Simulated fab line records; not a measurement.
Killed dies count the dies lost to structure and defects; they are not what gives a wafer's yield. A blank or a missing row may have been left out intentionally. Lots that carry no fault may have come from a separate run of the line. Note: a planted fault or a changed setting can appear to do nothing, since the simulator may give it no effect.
Chamber matching | flow n5Finfet | N5_GATE_CUT_HM_OPEN_40 on rieDiel-05: 4 sister chambers
The step chemistry C4F6/O2, target SiO2, target depth 139 nm, time 85.1 s. 30 wafers are shown with their chamber, then 12 later ones without.

EACH WAFER AND ITS CHAMBER
wafer  | chamber | rfVppV (V) | throttleValvePct (%) | showerheadPlenumPTorr (Torr)
L074.1 | 3       | 650        | 21.23                | 2.68
L074.3 | 2       | 667        | 21.01                | 2.96
L074.5 | 1       | 649        | 21.18                | 2.77
L075.2 | 2       | 667        | 21.03                | 2.96
L075.4 | 0       | 672        | 21.41                | 2.74
L075.5 | 2       | 667        | 21.02                | 2.96
L078.1 | 0       | 673        | 21.41                | 2.74
L078.3 | 2       | 667        | 21.04                | 2.95
L078.5 | 2       | 666        | 21.05                | 2.95
L080.2 | 0       | 673        | 21.41                | 2.73
L080.3 | 2       | 667        | 21.03                | 2.95
L080.4 | 0       | 672        | 21.41                | 2.73
L082.2 | 1       | 648        | 21.21                | 2.77
L082.3 | 3       | 659        | 20.85                | 3.02
L082.4 | 0       | 674        | 21.42                | 2.73
L081.2 | 0       | 671        | 21.42                | 2.73
L081.3 | 2       | 666        | 21.04                | 2.95
L081.5 | 0       | 672        | 21.41                | 2.73
L083.1 | 2       | 668        | 21.06                | 2.95
L083.2 | 3       | 660        | 20.86                | 3.02
L083.4 | 0       | 672        | 21.41                | 2.73
L086.3 | 2       | 666        | 21.04                | 2.95
L086.4 | 1       | 647        | 21.22                | 2.76
L086.5 | 2       | 667        | 21.04                | 2.95
L087.1 | 0       | 672        | 21.44                | 2.73
L087.2 | 1       | 649        | 21.24                | 2.76
L087.3 | 3       | 659        | 20.87                | 3.01
L088.2 | 3       | 659        | 20.85                | 3.01
L088.3 | 0       | 671        | 21.44                | 2.73
L088.5 | 0       | 671        | 21.43                | 2.73

SIGNATURES, as means of the wafers listed above
reading               | chamber 0 | chamber 1 | chamber 2 | chamber 3 | scatter within a chamber
rfVppV                | 672.09    | 648.25    | 666.80    | 657.40    | 1.8
throttleValvePct      | 21.4191   | 21.2125   | 21.0360   | 20.9320   | 0.0669
showerheadPlenumPTorr | 2.7318    | 2.7650    | 2.9530    | 2.9480    | 0.059
Rule: a wafer lies at a distance from a chamber equal to the root of the sum of squares, over the readings, of (its reading less the chamber's mean, divided by the reading's scatter). The wafer belongs to the nearest chamber; if the next one is less than 2 further off, it can't be placed. The scatter: take each reading less its chamber's mean, square it, sum over the shown wafers, divide by the number of wafers less the number of chambers, and take the root.

WAFERS WITH NO CHAMBER GIVEN
wafer  | rfVppV (V) | throttleValvePct (%) | showerheadPlenumPTorr (Torr)
L089.3 | 650        | 21.23                | 2.76
L089.5 | 660        | 20.88                | 3.01
L089.6 | 649        | 21.24                | 2.76
L091.1 | 671        | 21.45                | 2.72
L091.2 | 650        | 21.25                | 2.76
L091.3 | 667        | 21.06                | 2.95
L093.2 | 648        | 21.26                | 2.75
L093.3 | 659        | 20.88                | 3.01
L093.6 | 673        | 21.45                | 2.72
L097.1 | 672        | 21.46                | 2.72
L097.3 | 658        | 20.90                | 3.00
L097.6 | 670        | 21.47                | 2.72

THE CHAMBER EACH PASSED THROUGH
wafer  | from the rows above | in truth
L089.3 | 1                   | 1
L089.5 | 3                   | 3
L089.6 | 1                   | 1
L091.1 | 0                   | 0
L091.2 | 1                   | 1
L091.3 | 2                   | 2
L093.2 | 1                   | 1
L093.3 | 3                   | 3
L093.6 | 0                   | 0
L097.1 | 0                   | 0
L097.3 | 3                   | 3
L097.6 | 0                   | 0
Correctly placed: 12 of 12. From these rows, 0 cannot be placed. Placed wrongly: 0.
